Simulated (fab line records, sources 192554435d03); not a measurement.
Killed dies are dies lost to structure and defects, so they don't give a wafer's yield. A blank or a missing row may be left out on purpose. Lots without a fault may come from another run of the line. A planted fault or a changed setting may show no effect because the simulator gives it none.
fab line records | flow n5_finfet | part 1 of 2: steps 1 to 14 of 21
record lots=5 wafers=15 last_day=18
route steps=1938 shown GATE_CUT@486
lots that met no fault: from a run of the same line without faults
start_h: hours from the record's first day to the start of the lot's first wafer shown | wait_h: hours since the lot's step before | " the same as in the row above | L1.1+2: a row that stands for several wafers | - no value, or no start given | * or withheld: withheld | < > ~ a bound
route shown NAME@n: a module of which the file shows steps, and the number in the route of the first | usual: mean/standard deviation of fault-free wafers | same: alike in all rows | chamber/n: place in a boat | sites: the reading at each site | _std_site: their standard deviation | _edge_site: outer sites' mean less inner sites' | radius_mm: how far each site lies from the wafer's centre | mask NAME#n: copy n | behind: the tool/chamber that last shaped the wafer | hold: why the lot was held/for how many hours/how that ended | device: the transistor (n, p or np) that didn't switch | end of line: the same wafers' tests at the end of the route | a step without rows: its recipe alone | killed: dies lost to structure and defects at the first sort, not the wafer's yield | map: a wafer's dies, x killed, . not, _ none there
set.NAME: the setting as run; set.NAME@STEP: as run at that earlier step | model.NAME: the simulator's own value behind a step, which no gauge read
lots at some steps of the route; a table a step, a row a wafer
services: from which hour (start_h, from the record's first day; less than 0 if before it) a tool's chamber was out of use, for how many hours, and why
## steps
# step N5_GATE_CUT_DEVELOP_12
# recipe develop_time_s=30 developer=TMAH resist=CAR-EUV rinse_liquid=surfactant_rinse dry=air_spin dev_temp_c=23
# columns lot.wafer tool chamber start_h wait_h
L078.2+3+4 litho_track-05 0 - -
L082.1+3+6 litho_track-01 0 - -
L086.1+3+5 litho_track-05 0 - -
L092.1+3+5 litho_track-01 0 - -
L094.3+5+6 litho_track-05 0 - -
# step N5_GATE_CUT_CD_MEAS_13
# recipe target_cd_nm=20 landing_energy_ev=500 detector=se_inlens
# usual cd_nm=19.95/0.24
# columns lot.wafer tool chamber start_h wait_h cd_nm
L078.2 cd_sem-02 0 109.54 - 20.06
L078.3 " 0 " " 19.90
L078.4 " 0 " " 19.58
L082.1 cd_sem-02 0 133.52 - 19.99
L082.3 " 0 " " 19.90
L082.6 " 0 " " 20.17
L086.1 cd_sem-02 0 158.41 - 19.87
L086.3 " 0 " " 19.90
L086.5 " 0 " " 19.50
L092.1 cd_sem-03 0 193.55 - 19.81
L092.3 " 0 " " 19.76
L092.5 " 0 " " 19.98
L094.3 cd_sem-03 0 207.73 - 19.73
L094.5 " 0 " " 20.04
L094.6 " 0 " " 20.06
# step N5_GATE_CUT_OVL_MEAS_14
# recipe points_per_wafer=522
# usual GATE_CUT_OVL=0.3/0.68
# columns lot.wafer tool chamber start_h wait_h GATE_CUT_OVL[nm]
L078.2 overlay-02 0 109.57 0.0 -1.0
L078.3 " 0 " " -1.2
L078.4 " 0 " " -0.6
L082.1 overlay-02 0 133.55 0.0 0.7
L082.3 " 0 " " 1.4
L082.6 " 0 " " 0.2
L086.1 overlay-01 0 158.44 0.0 -0.1
L086.3 " 0 " " 0.8
L086.5 " 0 " " 0.8
L092.1 overlay-02 0 193.58 0.0 -0.1
L092.3 " 0 " " 0.2
L092.5 " 0 " " 0.5
L094.3 overlay-02 0 207.77 0.0 0.4
L094.5 " 0 " " 0.2
L094.6 " 0 " " 0.9
# step N5_GATE_CUT_INSPECT_15
# recipe mode=adi inspect_instrument=brightfield
# usual raw_defect_count=147/43
# columns lot.wafer tool chamber start_h wait_h raw_defect_count
L078.2 defect_inspect-02 - 109.62 0.0 206
L078.3 " - " " 163
L078.4 " - " " 192
L082.1 defect_inspect-01 - 133.61 0.1 101
L082.3 " - " " 149
L082.6 " - " " 108
L086.1 defect_inspect-01 - 158.50 0.1 87
L086.3 " - " " 214
L086.5 " - " " 164
L092.1 defect_inspect-02 - 193.64 0.1 112
L092.3 " - " " 95
L092.5 " - " " 128
L094.3 defect_inspect-01 - 207.82 0.0 166
L094.5 " - " " 140
L094.6 " - " " 113
# step N5_GATE_CUT_DESCUM_18
# recipe chemistry=O2 time_s=7 source_power_w=50 bias_power_w=20 pressure_mtorr=20 rf_frequency_hz=2.712e+07 temp_c=40 resist=CAR-EUV o2_flow_sccm=225
# usual drypump_motor_current_A=5.7/0.45 oes_product_au=0.81/0.097 rf_vpp_V=243.3/1.4 showerhead_plenum_p_Torr=2.11/0.085 temp_c=40.00/0.12 throttle_valve_pct=20.38/0.21
# columns lot.wafer tool chamber start_h wait_h drypump_motor_current_A oes_product_au rf_hours_counter_h rf_vpp_V showerhead_plenum_p_Torr temp_c throttle_valve_pct
L078.2 rie_diel-02 2 109.66 0.0 5.4 0.67 243 243.5 2.15 39.86 20.60
L078.3 " 3 " " 6.2 0.88 56 243.8 2.13 39.97 20.06
L078.4 " 3 " " 6.2 0.87 - 243.4 2.13 39.94 20.05
L082.1 rie_diel-04 0 133.64 0.0 5.1 0.87 41 242.0 2.03 39.80 20.42
L082.3 " 3 " " 6.4 0.82 104 240.8 1.93 40.02 20.20
L082.6 " 0 " " 5.1 0.87 - 242.8 2.03 39.92 20.43
L086.1 rie_diel-04 2 158.78 0.3 6.0 0.69 214 243.7 2.16 39.85 20.35
L086.3 " 3 " " 6.4 0.79 111 241.6 1.93 40.12 20.20
L086.5 " 0 " " 5.1 0.86 - 242.7 2.03 39.80 20.44
L092.1 rie_diel-04 3 193.68 0.0 6.4 0.78 124 240.3 1.93 39.76 20.22
L092.3 " 0 " " 5.1 0.83 62 241.7 2.02 39.93 20.46
L092.5 " 0 " " 5.1 0.83 - 241.4 2.02 39.98 20.46
L094.3 rie_diel-01 3 207.85 0.0 5.4 0.73 196 243.5 2.17 39.93 20.70
L094.5 " 0 " " 6.1 0.74 - 244.0 2.17 40.06 20.54
L094.6 " 3 " " 5.4 0.72 - 243.0 2.17 39.86 20.71
# step N5_GATE_CUT_ETCH_28
# recipe chemistry=N2/H2 target=underlayer target_depth_a=130 mask_material=CAR-EUV time_s=10.4 ion_energy_ev=200 pressure_mtorr=30 source_w=840 bias_w=150 n2_flow_sccm=200 h2_flow_sccm=200 ends=cleared
# usual drypump_motor_current_A=5.7/0.45 etch_rf_on_time_s=10.42/0.18 oes_product_au=0.69/0.084 rf_vpp_V=524.6/3 showerhead_plenum_p_Torr=2.57/0.099 throttle_valve_pct=17.82/0.24
# columns lot.wafer tool chamber start_h wait_h drypump_motor_current_A etch_rf_on_time_s oes_product_au rf_hours_counter_h rf_vpp_V showerhead_plenum_p_Torr throttle_valve_pct
L078.2 rie_diel-02 2 109.69 0.0 5.4 10.46 0.58 243 525.9 2.61 18.05
L078.3 " 3 " " 6.2 10.23 0.74 56 525.2 2.58 17.37
L078.4 " 3 " " 6.1 10.29 0.74 - 525.0 2.58 17.37
L082.1 rie_diel-04 0 133.68 0.0 5.1 10.56 0.73 41 523.6 2.48 17.92
L082.3 " 3 " " 6.4 10.50 0.68 104 518.1 2.35 17.60
L082.6 " 0 " " 5.1 10.49 0.73 - 522.2 2.48 17.90
L086.1 rie_diel-04 2 158.82 0.0 6.0 10.38 0.60 214 525.2 2.62 17.82
L086.3 " 3 " " 6.4 10.28 0.69 111 518.8 2.35 17.61
L086.5 " 0 " " 5.1 10.41 0.72 - 523.1 2.48 17.91
L092.1 rie_diel-04 3 193.71 0.0 6.5 10.38 0.67 124 517.7 2.35 17.65
L092.3 " 0 " " 5.1 10.38 0.71 62 523.6 2.48 17.95
L092.5 " 0 " " 5.1 10.42 0.70 - 522.0 2.48 17.95
L094.3 rie_diel-01 3 207.89 0.0 5.4 10.60 0.61 196 524.8 2.64 18.24
L094.5 " 0 " " 6.1 10.72 0.62 - 527.2 2.63 17.94
L094.6 " 3 " " 5.4 10.68 0.60 - 526.0 2.64 18.21
# step N5_GATE_CUT_ETCH_36
# recipe chemistry=CF4 target=SiARC target_depth_a=130 mask_material=CAR-EUV time_s=21.7 ion_energy_ev=80 pressure_mtorr=40 source_w=545 bias_w=36 Ar_flow_sccm=100 cf4_flow_sccm=100 ends=cleared
# usual drypump_motor_current_A=5.7/0.44 etch_rf_on_time_s=21.7/0.31 mfc_ar_sccm=99.99/0.28 oes_product_au=0.69/0.083 rf_vpp_V=184.1/1.4 showerhead_plenum_p_Torr=2.16/0.079 throttle_valve_pct=15.55/0.21
# columns lot.wafer tool chamber start_h wait_h drypump_motor_current_A etch_rf_on_time_s mfc_ar_sccm oes_product_au rf_hours_counter_h rf_vpp_V showerhead_plenum_p_Torr throttle_valve_pct
L078.2 rie_diel-02 2 109.71 0.0 5.4 21.5 100.25 0.58 243 183.5 2.19 15.79
L078.3 " 3 " " 6.1 21.3 100.01 0.75 56 184.2 2.17 15.15
L078.4 " 3 " " 6.1 21.5 99.88 0.74 - 184.3 2.17 15.15
L082.1 rie_diel-04 0 133.69 0.0 5.1 21.7 100.16 0.73 41 182.7 2.09 15.61
L082.3 " 3 " " 6.4 21.7 99.78 0.69 104 182.9 1.99 15.43
L082.6 " 0 " " 5.1 21.8 100.02 0.73 - 183.7 2.09 15.62
L086.1 rie_diel-04 2 158.84 0.0 6.0 21.8 99.50 0.60 214 185.2 2.20 15.56
L086.3 " 3 " " 6.4 21.7 99.49 0.68 111 181.6 1.98 15.43
L086.5 " 0 " " 5.1 21.8 100.51 0.72 - 185.1 2.09 15.64
L092.1 rie_diel-04 3 193.73 0.0 6.4 22.1 100.12 0.66 124 181.6 1.98 15.46
L092.3 " 0 " " 5.1 21.6 99.87 0.72 62 183.4 2.09 15.65
L092.5 " 0 " " 5.1 21.8 99.70 0.71 - 181.5 2.09 15.66
L094.3 rie_diel-01 3 207.91 0.0 5.4 22.0 99.98 0.62 196 184.6 2.21 15.87
L094.5 " 0 " " 6.1 21.9 99.95 0.63 - 184.7 2.22 15.69
L094.6 " 3 " " 5.4 22.0 99.64 0.62 - 184.1 2.21 15.85
# step N5_GATE_CUT_ETCH_37
# recipe chemistry=N2/H2 target=SOC target_depth_a=600 overetch_a=120 mask_material=SiARC temp_c=40 time_s=90 ion_energy_ev=200 pressure_mtorr=30 source_w=840 bias_w=150 n2_flow_sccm=200 h2_flow_sccm=200
# usual drypump_motor_current_A=5.7/0.45 oes_product_au=0.72/0.084 rf_vpp_V=524.5/2.8 showerhead_plenum_p_Torr=2.57/0.099 temp_c=40.02/0.1 throttle_valve_pct=17.80/0.24
# columns lot.wafer tool chamber start_h wait_h drypump_motor_current_A oes_product_au rf_hours_counter_h rf_vpp_V showerhead_plenum_p_Torr temp_c throttle_valve_pct
L078.2 rie_diel-02 2 109.74 0.0 5.4 0.61 243 526.1 2.61 40.26 18.01
L078.3 " 3 " " 6.2 0.78 56 525.8 2.58 40.14 17.35
L078.4 " 3 " " 6.1 0.78 - 524.3 2.58 40.16 17.36
L082.1 rie_diel-04 0 133.72 0.0 5.1 0.77 41 522.0 2.48 40.08 17.88
L082.3 " 3 " " 6.4 0.71 104 518.9 2.35 39.96 17.60
L082.6 " 0 " " 5.1 0.77 - 522.8 2.48 40.10 17.87
L086.1 rie_diel-04 2 158.86 0.0 6.0 0.62 214 526.1 2.62 39.95 17.79
L086.3 " 3 " " 6.4 0.71 111 518.7 2.35 39.96 17.60
L086.5 " 0 " " 5.1 0.76 - 522.3 2.48 40.05 17.90
L092.1 rie_diel-04 3 193.76 0.0 6.5 0.70 124 518.3 2.35 40.10 17.62
L092.3 " 0 " " 5.1 0.75 62 521.6 2.48 40.06 17.93
L092.5 " 0 " " 5.1 0.75 - 521.3 2.48 40.03 17.91
L094.3 rie_diel-01 3 207.93 0.0 5.4 0.65 196 525.5 2.64 39.96 18.19
L094.5 " 0 " " 6.1 0.67 - 525.6 2.63 39.91 17.94
L094.6 " 3 " " 5.4 0.65 - 524.7 2.64 39.89 18.19
# step N5_GATE_CUT_STRIP_38
# recipe chemistry=N2/H2 temp_c=40 n2_flow_sccm=200 h2_flow_sccm=200 rf_frequency_hz=6e+07
# columns lot.wafer tool chamber start_h wait_h
L078.2+3+4 rie_diel-02 2,3,3 109.80 0.0
L082.1+3+6 rie_diel-04 0,3,0 133.78 0.0
L086.1+3+5 rie_diel-04 2,3,0 158.93 0.0
L092.1+3+5 rie_diel-04 3,0,0 193.82 0.0
L094.3+5+6 rie_diel-01 3,0,3 208.00 0.0
# step N5_GATE_CUT_STRIP_39
# recipe chemistry=N2/H2 temp_c=40 n2_flow_sccm=200 h2_flow_sccm=200 rf_frequency_hz=6e+07
# columns lot.wafer tool chamber start_h wait_h
L078.2+3+4 rie_diel-02 2,3,3 109.81 0.0
L082.1+3+6 rie_diel-04 0,3,0 133.79 0.0
L086.1+3+5 rie_diel-04 2,3,0 158.94 0.0
L092.1+3+5 rie_diel-04 3,0,0 193.83 0.0
L094.3+5+6 rie_diel-01 3,0,3 208.01 0.0
# step N5_GATE_CUT_HM_OPEN_40
# recipe chemistry=C4F6/O2 target=SiO2 mask_material=SiARC target_depth_a=1390 time_s=85.1 ion_energy_ev=250 pressure_mtorr=30 source_w=345 bias_w=185 Ar_flow_sccm=300 C4F6_flow_sccm=10 O2_flow_sccm=10 ends=cleared
# usual drypump_motor_current_A=5.7/0.45 etch_rf_on_time_s=93.6/1.7 mfc_ar_sccm=300.2/0.92 oes_product_au=0.73/0.087 rf_vpp_V=667/5.7 showerhead_plenum_p_Torr=2.87/0.11 throttle_valve_pct=20.90/0.21
# columns lot.wafer tool chamber start_h wait_h drypump_motor_current_A etch_rf_on_time_s mfc_ar_sccm oes_product_au rf_hours_counter_h rf_vpp_V showerhead_plenum_p_Torr throttle_valve_pct
L078.2 rie_diel-02 2 109.82 0.0 5.4 93.0 300.5 0.61 243 658 2.91 21.04
L078.3 " 3 " " 6.2 91.5 300.7 0.79 56 670 2.89 20.51
L078.4 " 3 " " 6.1 92.4 301.3 0.80 - 671 2.89 20.49
L082.1 rie_diel-04 0 133.80 0.0 5.1 91.7 299.5 0.78 41 663 2.78 20.99
L082.3 " 3 " " 6.4 90.9 298.8 0.72 104 665 2.64 20.71
L082.6 " 0 " " 5.1 93.3 299.1 0.78 - 664 2.78 21.00
L086.1 rie_diel-04 2 158.95 0.0 5.9 92.8 299.7 0.63 214 676 2.93 20.86
L086.3 " 3 " " 6.4 92.9 299.4 0.72 111 663 2.64 20.73
L086.5 " 0 " " 5.1 95.2 298.8 0.77 - 661 2.78 21.01
L092.1 rie_diel-04 3 193.84 0.0 6.4 93.7 300.1 0.71 124 663 2.63 20.76
L092.3 " 0 " " 5.1 94.3 299.8 0.75 62 661 2.77 21.03
L092.5 " 0 " " 5.1 94.8 299.2 0.75 - 662 2.77 21.03
L094.3 rie_diel-01 3 208.02 0.0 5.4 95.0 300.2 0.65 196 674 2.93 21.14
L094.5 " 0 " " 6.1 96.7 300.4 0.65 - 665 2.95 21.04
L094.6 " 3 " " 5.4 94.4 299.2 0.64 - 673 2.93 21.13
# step N5_GATE_CUT_STRIP_41
# recipe chemistry=CF4 resist=SiARC power_w=300 bias_power_w=75 pressure_mtorr=50 cf4_flow_sccm=150 rf_frequency_hz=6e+07
# usual drypump_motor_current_A=5.7/0.45 oes_product_au=0.185/0.022 rf_vpp_V=271.3/1.6 showerhead_plenum_p_Torr=1.80/0.064 throttle_valve_pct=13.53/0.22
# columns lot.wafer tool chamber start_h wait_h drypump_motor_current_A oes_product_au rf_hours_counter_h rf_vpp_V showerhead_plenum_p_Torr throttle_valve_pct
L078.2 rie_diel-02 2 109.88 0.0 5.4 0.157 243 272.3 1.84 13.82
L078.3 " 3 " " 6.1 0.198 56 270.6 1.81 13.14
L078.4 " 3 " " 6.2 0.198 - 271.1 1.81 13.14
L082.1 rie_diel-04 0 133.87 0.0 5.1 0.198 41 270.4 1.76 13.55
L082.3 " 3 " " 6.4 0.180 104 268.4 1.67 13.41
L082.6 " 0 " " 5.1 0.200 - 269.0 1.76 13.56
L086.1 rie_diel-04 2 159.01 0.0 6.0 0.162 214 272.3 1.84 13.55
L086.3 " 3 " " 6.4 0.189 111 268.3 1.66 13.41
L086.5 " 0 " " 5.1 0.185 - 269.1 1.75 13.59
L092.1 rie_diel-04 3 193.90 0.0 6.4 0.183 124 269.1 1.66 13.46
L092.3 " 0 " " 5.1 0.199 62 270.2 1.75 13.62
L092.5 " 0 " " 5.1 0.189 - 270.4 1.75 13.60
L094.3 rie_diel-01 3 208.08 0.0 5.4 0.165 196 272.1 1.85 13.85
L094.5 " 0 " " 6.1 0.168 - 271.7 1.85 13.66
L094.6 " 3 " " 5.4 0.165 - 272.2 1.85 13.86
# step N5_GATE_CUT_STRIP_42
# recipe chemistry=O2 power_w=400 temp_c=40 pressure_mtorr=30 rf_frequency_hz=6e+07 bias_power_w=0 overash_fraction=0.3 o2_flow_sccm=225
# usual drypump_motor_current_A=5.7/0.45 oes_product_au=0.81/0.097 rf_vpp_V=3.6/0.47 showerhead_plenum_p_Torr=2.11/0.084 temp_c=40.00/0.11 throttle_valve_pct=16.63/0.21
# columns lot.wafer tool chamber start_h wait_h drypump_motor_current_A oes_product_au rf_hours_counter_h rf_vpp_V showerhead_plenum_p_Torr temp_c throttle_valve_pct
L078.2 rie_diel-02 2 109.90 0.0 5.4 0.67 243 3.9 2.16 40.13 16.90
L078.3 " 3 " " 6.2 0.88 56 3.6 2.14 40.11 16.30
L078.4 " 3 " " 6.1 0.88 - 3.8 2.14 39.88 16.29
L082.1 rie_diel-04 0 133.89 0.0 5.1 0.87 41 3.5 2.04 40.10 16.63
L082.3 " 3 " " 6.4 0.80 104 3.2 1.94 39.99 16.48
L082.6 " 0 " " 5.1 0.86 - 3.3 2.04 40.09 16.62
L086.1 rie_diel-04 2 159.03 0.0 5.9 0.70 214 3.8 2.16 40.06 16.64
L086.3 " 3 " " 6.4 0.80 111 3.5 1.93 39.90 16.47
L086.5 " 0 " " 5.1 0.85 - 3.4 2.03 40.07 16.64
L092.1 rie_diel-04 3 193.92 0.0 6.4 0.78 124 3.6 1.93 39.90 16.52
L092.3 " 0 " " 5.1 0.84 63 4.4 2.03 39.85 16.67
L092.5 " 0 " " 5.1 0.82 - 4.3 2.03 39.96 16.67
L094.3 rie_diel-01 3 208.10 0.0 5.4 0.72 196 2.8 2.17 39.76 16.95
L094.5 " 0 " " 6.1 0.73 - 3.7 2.18 40.07 16.78
L094.6 " 3 " " 5.4 0.73 - 3.2 2.17 39.96 16.95
# step N5_GATE_CUT_ETCH_19
# recipe chemistry=CH3F/O2 target=SiNx mask_material=SiO2 target_depth_a=537 time_s=76.7 pressure_mtorr=30 source_w=395 bias_w=73 Ar_flow_sccm=150 CH3F_flow_sccm=30 O2_flow_sccm=20 ion_energy_ev=120 ends=cleared
# usual drypump_motor_current_A=5.7/0.45 etch_rf_on_time_s=76.9/0.85 mfc_ar_sccm=149.9/0.47 oes_product_au=0.69/0.081 rf_vpp_V=297.8/2.6 showerhead_plenum_p_Torr=2.02/0.078 throttle_valve_pct=16.31/0.21
# columns lot.wafer tool chamber start_h wait_h drypump_motor_current_A etch_rf_on_time_s mfc_ar_sccm oes_product_au rf_hours_counter_h rf_vpp_V showerhead_plenum_p_Torr throttle_valve_pct
L078.2 rie_diel-02 2 109.94 0.0 5.4 75.6 150.2 0.58 243 295.0 2.05 16.52
L078.3 " 3 " " 6.1 75.1 149.8 0.75 56 300.9 2.03 15.91
L078.4 " 3 " " 6.2 75.9 149.8 0.75 - 299.6 2.03 15.91
L082.1 rie_diel-04 0 133.93 0.0 5.1 76.3 150.6 0.74 41 295.8 1.95 16.35
L082.3 " 3 " " 6.4 76.3 150.4 0.69 104 295.9 1.85 16.18
L082.6 " 0 " " 5.1 77.6 150.2 0.73 - 295.0 1.95 16.35
L086.1 rie_diel-04 2 159.07 0.0 5.9 77.5 150.6 0.59 214 300.9 2.06 16.32
L086.3 " 3 " " 6.5 76.6 150.2 0.68 111 296.4 1.85 16.18
L086.5 " 0 " " 5.1 77.3 150.1 0.72 - 296.3 1.95 16.36
L092.1 rie_diel-04 3 193.96 0.0 6.4 76.4 149.6 0.67 124 295.7 1.84 16.21
L092.3 " 0 " " 5.1 77.6 150.6 0.70 63 296.5 1.94 16.37
L092.5 " 0 " " 5.1 77.1 150.4 0.70 - 295.3 1.94 16.39
L094.3 rie_diel-01 3 208.14 0.0 5.4 77.1 150.1 0.62 196 301.2 2.06 16.59
L094.5 " 0 " " 6.1 78.3 149.3 0.63 - 296.8 2.08 16.46
L094.6 " 3 " " 5.4 77.3 150.3 0.61 - 300.2 2.06 16.58
